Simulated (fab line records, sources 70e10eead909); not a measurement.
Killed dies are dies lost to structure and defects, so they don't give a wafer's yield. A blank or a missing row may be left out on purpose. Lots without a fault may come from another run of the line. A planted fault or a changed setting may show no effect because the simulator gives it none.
Which tool did it? | flow nand_harc | 10 lots, 30 wafers sampled, at 5 steps of a route of 1159

WHAT THE GAUGES READ, wafer by wafer
NHARC_P_GATE_CD_MEAS_59: target cd 720 nm.
lot  | measured     | on        | cd_nm (nm)
L596 | day 5 07:46  | cd_sem-02 | 720.7 719.0 718.8
L599 | day 6 01:46  | cd_sem-01 | 719.3 721.1 720.0
L601 | day 6 20:23  | cd_sem-01 | 723.6 721.7 721.6
L606 | day 7 19:59  | cd_sem-03 | 672.1 672.6 672.6
L607 | day 8 13:39  | cd_sem-01 | 673.8 671.4 670.0
L611 | day 8 23:49  | cd_sem-03 | 722.0 721.3 722.3
L614 | day 9 19:35  | cd_sem-03 | 718.7 719.6 720.8
L615 | day 10 01:19 | cd_sem-03 | 720.8 721.6 719.8
L616 | day 10 01:47 | cd_sem-01 | 720.3 719.5 718.0
L617 | day 10 12:31 | cd_sem-03 | 718.2 719.1 718.3

WHICH TOOL RAN EACH LOT (tool, then ch and the chambers of the sampled wafers, then the start)
lot  | NHARC_P_GATE_HM_OPEN_105                      | NHARC_P_GATE_ETCHBACK_37                      | NHARC_P_GATE_STRIP_101             | NHARC_P_GATE_EXPOSE_56
L596 | rie_diel-13 ch 0,1,3, day 5 04:17 or earlier  | rie_diel-12 ch 0,1,3, day 5 04:17 or earlier  | rie_diel-12 ch 0,1,3, day 5 04:17  | krf_scanner-04 ch 0, day 5 07:36
L599 | rie_diel-12 ch 1,2,3, day 5 22:59 or earlier  | rie_diel-13 ch 0,1, day 5 22:59 or earlier    | rie_diel-13 ch 0,1,3, day 5 22:59  | krf_scanner-04 ch 0, day 6 01:36
L601 | rie_diel-13 ch 0,1,2, day 6 17:44 or earlier  | rie_diel-10 ch 1,2, day 6 17:44 or earlier    | rie_diel-10 ch 0,2, day 6 17:44    | krf_scanner-04 ch 0, day 6 20:14
L606 | rie_diel-12 ch 0,2, day 7 17:25 or earlier    | rie_diel-12 ch 1,2,3, day 7 17:25 or earlier  | rie_diel-12 ch 1,2,3, day 7 17:25  | krf_scanner-02 ch 0, day 7 19:50
L607 | rie_diel-12 ch 2,3, day 8 11:02 or earlier    | rie_diel-12 ch 1,2, day 8 11:02 or earlier    | rie_diel-12 ch 0,1,3, day 8 11:02  | krf_scanner-02 ch 0, day 8 13:30
L611 | rie_diel-12 ch 0,1,2, day 8 21:16 or earlier  | rie_diel-12 ch 0,1,2, day 8 21:16 or earlier  | rie_diel-12 ch 0,1,3, day 8 21:16  | krf_scanner-01 ch 0, day 8 23:39
L614 | rie_diel-13 ch 0,1,2, day 9 16:49 or earlier  | rie_diel-10 ch 1,2,3, day 9 16:49 or earlier  | rie_diel-10 ch 0,1,3, day 9 16:49  | krf_scanner-01 ch 0, day 9 19:26
L615 | rie_diel-10 ch 0,1,3, day 9 22:26 or earlier  | rie_diel-13 ch 0,1,3, day 9 22:26 or earlier  | rie_diel-13 ch 0,2,3, day 9 22:26  | krf_scanner-01 ch 0, day 10 01:09
L616 | rie_diel-13 ch 0,2,3, day 9 22:49 or earlier  | rie_diel-10 ch 1,2,3, day 9 22:49 or earlier  | rie_diel-10 ch 1,2,3, day 9 22:49  | krf_scanner-04 ch 0, day 10 01:38
L617 | rie_diel-12 ch 0,2,3, day 10 09:44 or earlier | rie_diel-12 ch 0,1,3, day 10 09:44 or earlier | rie_diel-12 ch 0,1,3, day 10 09:44 | krf_scanner-04 ch 0, day 10 12:22
- NHARC_P_GATE_HM_OPEN_105: chemistry O2/COS, target depth 360 nm.
- NHARC_P_GATE_ETCHBACK_37: etches the open film in CHF3/O2, target depth 34.5 nm, time 17.2 s.
- NHARC_P_GATE_STRIP_101: strips in O2, time 20 s.
- NHARC_P_GATE_EXPOSE_56: exposes mask P PSD, target cd 720 nm.

THE ANSWER, worked out from the rows above alone
Rule: what is usual is taken from the lots themselves. Put in order of their means at a reading, lots are off if they are a third of the lots or fewer, leave a main group of 4 or more, and stand apart from it by a gap of 3 or more times the standard deviation of the main group's means; of several such gaps the widest counts. A main group whose means are all the same, to the digits that the tables above print for the reading, isn't used. A lot without any number at a reading at which 4 lots or more have one is off too. The other lots that the step has rows for count as sound.
Off: L606, L607, at NHARC_P_GATE_CD_MEAS_59 (cd_nm). The main group: mean 720.3 nm, standard deviation 1.2.
A tool fits if, at a process step before that reading, it ran every lot that is off, and no sound lot after the first of them. The gauges at NHARC_P_GATE_CD_MEAS_59 are tried like those tools. NHARC_P_GATE_HM_OPEN_105 gives no start for some lots, so the hours and the order of its lots are those of NHARC_P_GATE_STRIP_101. NHARC_P_GATE_ETCHBACK_37 gives no start for some lots, so the hours and the order of its lots are those of NHARC_P_GATE_STRIP_101. One fits: krf_scanner-02 at NHARC_P_GATE_EXPOSE_56. It ran no sound lot before its first lot that is off in this sample, so the start can't be narrowed down.

WHAT THE SIMULATOR HAD PUT IN
Process parameter drift: krf_scanner-02, from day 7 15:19 on, at NHARC_P_GATE_EXPOSE_56. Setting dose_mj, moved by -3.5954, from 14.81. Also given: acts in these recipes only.
Lots struck among those shown: L606, L607. The rule above found the same.
